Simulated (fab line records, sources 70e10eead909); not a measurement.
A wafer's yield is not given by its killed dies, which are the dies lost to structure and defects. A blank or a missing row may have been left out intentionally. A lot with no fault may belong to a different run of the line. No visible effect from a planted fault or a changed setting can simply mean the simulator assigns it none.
Chamber matching	flow nand harc	rie diel-05 running NHARC_A_CONTACT_ETCH_110: 4 sister chambers
The step etches the open film in CF4/O2, target depth 60 nm, overetch 6 nm, time 33 s. 14 wafers are shown with their chamber, then 7 later ones without.

== WAFERS PAIRED WITH THEIR CHAMBERS ==
wafer	chamber	drypump motor current A (A)	showerhead plenum p Torr (Torr)	rf vpp V (V)
L075.2	3	5.8	1.35	198.5
L075.3	1	4.8	1.32	197.6
L075.6	0	4.7	1.42	198.5
L076.1	0	4.7	1.42	200.1
L076.4	3	5.8	1.35	197.3
L076.5	3	5.7	1.35	198.7
L077.2	1	4.8	1.31	197.3
L077.4	0	4.6	1.42	199.5
L077.5	2	5.9	1.34	198.5
L079.1	1	4.7	1.31	196.6
L079.2	0	4.7	1.41	199.0
L079.3	3	5.7	1.35	199.1
L094.1	2	5.9	1.33	197.7
L094.2	3	5.8	1.34	198.0

SIGNATURES (averages over the wafers above)
reading	chamber 0	chamber 1	chamber 2	chamber 3	scatter within a chamber
drypump motor current A	4.675	4.767	5.900	5.760	0.0512
showerhead plenum p Torr	1.4175	1.3133	1.3350	1.3480	0.00521
rf vpp V	199.275	197.167	198.100	198.320	0.647
Rule: a wafer's distance from a chamber is the root of the sum, over the readings, of the square of ((its reading less the chamber's mean) divided by the reading's scatter). If the next closest chamber is less than 2 further off than the closest, the wafer can't be placed; otherwise it belongs to the closest. How the scatter is found: for the shown wafers, subtract from each reading the mean of its chamber, square and add these, divide the total by (wafers less chambers), then take the root.

== WAFERS WITHOUT THEIR CHAMBER ==
wafer	drypump motor current A (A)	showerhead plenum p Torr (Torr)	rf vpp V (V)
L094.6	4.7	1.30	196.5
L095.2	5.8	1.34	198.5
L095.5	4.7	1.30	195.5
L095.6	5.9	1.33	198.2
L097.3	5.7	1.34	197.4
L097.4	4.7	1.40	199.2
L097.6	4.6	1.40	198.0

== EACH ONE'S CHAMBER ==
wafer	from the rows above	in truth
L094.6	1	1
L095.2	can't be placed: 3 or 2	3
L095.5	1	1
L095.6	2	2
L097.3	can't be placed: 3 or 2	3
L097.4	0	0
L097.6	0	0
Placed correctly: 5 of 7. Unplaceable from these rows: 2, with the true chamber sitting among the candidates in 2. Placed wrongly: 0.
